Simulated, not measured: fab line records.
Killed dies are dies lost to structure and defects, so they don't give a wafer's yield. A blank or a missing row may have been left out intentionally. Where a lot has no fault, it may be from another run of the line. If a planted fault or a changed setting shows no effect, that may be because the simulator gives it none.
Split-lot study :: flow n5Finfet :: 21 wafers read from 7 lots, route of 1938 steps

## ON THE SPLIT
At N5_BEOL_M6_COAT_22 (resist thk 30 nm), the setting spinRpm was moved away from the recipe's 1500 rpm on 6 of the 21 wafers read, by -11.2% to +10.2%. This setting was run at the recipe's value on the other wafers.

Reading taken at the split's own step.

## THE READING
CAR-EUV_of_BEOL_M6_COAT_22.thkNm (the simulator's own value, which no gauge read), in nm, at N5_BEOL_M6_COAT_22 (resist thk 30 nm). The file does not state a usual value for it. The 15 wafers here that ran the recipe average 30.0 nm, standard deviation 0.068 nm.

wafer: L075.1
tool, chamber at the split: lithoTrack-01, 0
spinRpm as run, rpm: 1611
against the recipe: +7.4%
CAR-EUV_of_BEOL_M6_COAT_22.thkNm, nm: 29
against lot-mates on the recipe: -1.0

wafer: L075.2
tool, chamber at the split: lithoTrack-01, 0
spinRpm as run, rpm: 1500
against the recipe: recipe
CAR-EUV_of_BEOL_M6_COAT_22.thkNm, nm: 30
against lot-mates on the recipe: -

wafer: L075.3
tool, chamber at the split: lithoTrack-01, 0
spinRpm as run, rpm: 1500
against the recipe: recipe
CAR-EUV_of_BEOL_M6_COAT_22.thkNm, nm: 30
against lot-mates on the recipe: -

wafer: L077.1
tool, chamber at the split: lithoTrack-01, 0
spinRpm as run, rpm: 1500
against the recipe: recipe
CAR-EUV_of_BEOL_M6_COAT_22.thkNm, nm: 30
against lot-mates on the recipe: -

wafer: L077.2
tool, chamber at the split: lithoTrack-01, 0
spinRpm as run, rpm: 1500
against the recipe: recipe
CAR-EUV_of_BEOL_M6_COAT_22.thkNm, nm: 30
against lot-mates on the recipe: -

wafer: L077.5
tool, chamber at the split: lithoTrack-01, 0
spinRpm as run, rpm: 1500
against the recipe: recipe
CAR-EUV_of_BEOL_M6_COAT_22.thkNm, nm: 30
against lot-mates on the recipe: -

wafer: L085.1
tool, chamber at the split: lithoTrack-01, 0
spinRpm as run, rpm: 1500
against the recipe: recipe
CAR-EUV_of_BEOL_M6_COAT_22.thkNm, nm: 30
against lot-mates on the recipe: -

wafer: L085.4
tool, chamber at the split: lithoTrack-01, 0
spinRpm as run, rpm: 1500
against the recipe: recipe
CAR-EUV_of_BEOL_M6_COAT_22.thkNm, nm: 30
against lot-mates on the recipe: -

wafer: L085.3
tool, chamber at the split: lithoTrack-01, 0
spinRpm as run, rpm: 1653
against the recipe: +10.2%
CAR-EUV_of_BEOL_M6_COAT_22.thkNm, nm: 28.6
against lot-mates on the recipe: -1.4

wafer: L088.2
tool, chamber at the split: lithoTrack-01, 0
spinRpm as run, rpm: 1500
against the recipe: recipe
CAR-EUV_of_BEOL_M6_COAT_22.thkNm, nm: 30
against lot-mates on the recipe: -

wafer: L088.3
tool, chamber at the split: lithoTrack-01, 0
spinRpm as run, rpm: 1332
against the recipe: -11.2%
CAR-EUV_of_BEOL_M6_COAT_22.thkNm, nm: 31.8
against lot-mates on the recipe: +1.8

wafer: L088.6
tool, chamber at the split: lithoTrack-01, 0
spinRpm as run, rpm: 1332
against the recipe: -11.2%
CAR-EUV_of_BEOL_M6_COAT_22.thkNm, nm: 31.8
against lot-mates on the recipe: +1.8

wafer: L091.2
tool, chamber at the split: lithoTrack-01, 0
spinRpm as run, rpm: 1500
against the recipe: recipe
CAR-EUV_of_BEOL_M6_COAT_22.thkNm, nm: 30
against lot-mates on the recipe: -

wafer: L091.3
tool, chamber at the split: lithoTrack-01, 0
spinRpm as run, rpm: 1500
against the recipe: recipe
CAR-EUV_of_BEOL_M6_COAT_22.thkNm, nm: 30
against lot-mates on the recipe: -

wafer: L091.6
tool, chamber at the split: lithoTrack-01, 0
spinRpm as run, rpm: 1500
against the recipe: recipe
CAR-EUV_of_BEOL_M6_COAT_22.thkNm, nm: 30
against lot-mates on the recipe: -

wafer: L092.1
tool, chamber at the split: lithoTrack-03, 0
spinRpm as run, rpm: 1500
against the recipe: recipe
CAR-EUV_of_BEOL_M6_COAT_22.thkNm, nm: 30
against lot-mates on the recipe: -

wafer: L092.4
tool, chamber at the split: lithoTrack-03, 0
spinRpm as run, rpm: 1500
against the recipe: recipe
CAR-EUV_of_BEOL_M6_COAT_22.thkNm, nm: 30
against lot-mates on the recipe: -

wafer: L092.3
tool, chamber at the split: lithoTrack-03, 0
spinRpm as run, rpm: 1500
against the recipe: recipe
CAR-EUV_of_BEOL_M6_COAT_22.thkNm, nm: 30.2
against lot-mates on the recipe: -

wafer: L097.2
tool, chamber at the split: lithoTrack-03, 0
spinRpm as run, rpm: 1644
against the recipe: +9.6%
CAR-EUV_of_BEOL_M6_COAT_22.thkNm, nm: 28.8
against lot-mates on the recipe: -1.4

wafer: L097.5
tool, chamber at the split: lithoTrack-03, 0
spinRpm as run, rpm: 1644
against the recipe: +9.6%
CAR-EUV_of_BEOL_M6_COAT_22.thkNm, nm: 28.8
against lot-mates on the recipe: -1.4

wafer: L097.6
tool, chamber at the split: lithoTrack-03, 0
spinRpm as run, rpm: 1500
against the recipe: recipe
CAR-EUV_of_BEOL_M6_COAT_22.thkNm, nm: 30.2
against lot-mates on the recipe: -

THE FIT
A straight line over all 21 wafers: CAR-EUV_of_BEOL_M6_COAT_22.thkNm changes by -0.145 nm for each +1% of spinRpm; r = -0.99; the points scatter about the line by 0.088 nm.
The same after taking each lot's own level away (the mean of its wafers on the recipe; 21 wafers): -0.15 nm for each +1%; r = -1.00; scatter 0.062 nm.
The reading moves by 1.7 nm for the largest change in spinRpm, on that fit.
The lots' own levels span 30.00 to 30.20 nm, that is 2.9 times the standard deviation above.
Consequently the slope shifts little with the lot-to-lot level, the two slopes agreeing.
Check: for one of the wafers moved furthest among these (-11.2%), held out of the fit, the line's prediction against its lot-mates is +1.67 nm. Against them it came out at +1.8 nm.

## THE OTHER SPLITS THESE WAFERS WENT THROUGH
These wafers also went through other splits before the reading. Each is held against what the fit with the lots' levels taken away leaves over:
other split on the same wafers: N5_BEOL_M4_EXPOSE_08 doseMj
wafers away from the commonest value: 4
r with CAR-EUV_of_BEOL_M6_COAT_22.thkNm (lot level and that fit taken away): +0.21

other split on the same wafers: N5_BEOL_M5_ILD_DEP_00 timeS
wafers away from the commonest value: 5
r with CAR-EUV_of_BEOL_M6_COAT_22.thkNm (lot level and that fit taken away): -0.05

other split on the same wafers: N5_BEOL_M5_TRENCH_ETCH_37 sourceW
wafers away from the commonest value: 11
r with CAR-EUV_of_BEOL_M6_COAT_22.thkNm (lot level and that fit taken away): +0.24

other split on the same wafers: N5_BEOL_M5_ALD_86 aldCycles
wafers away from the commonest value: 9
r with CAR-EUV_of_BEOL_M6_COAT_22.thkNm (lot level and that fit taken away): -0.01

## FILE'S OWN FIT
CAR-EUV_of_BEOL_M6_COAT_22.thkNm changes by -0.147 nm for each +1% of spinRpm, r = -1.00.
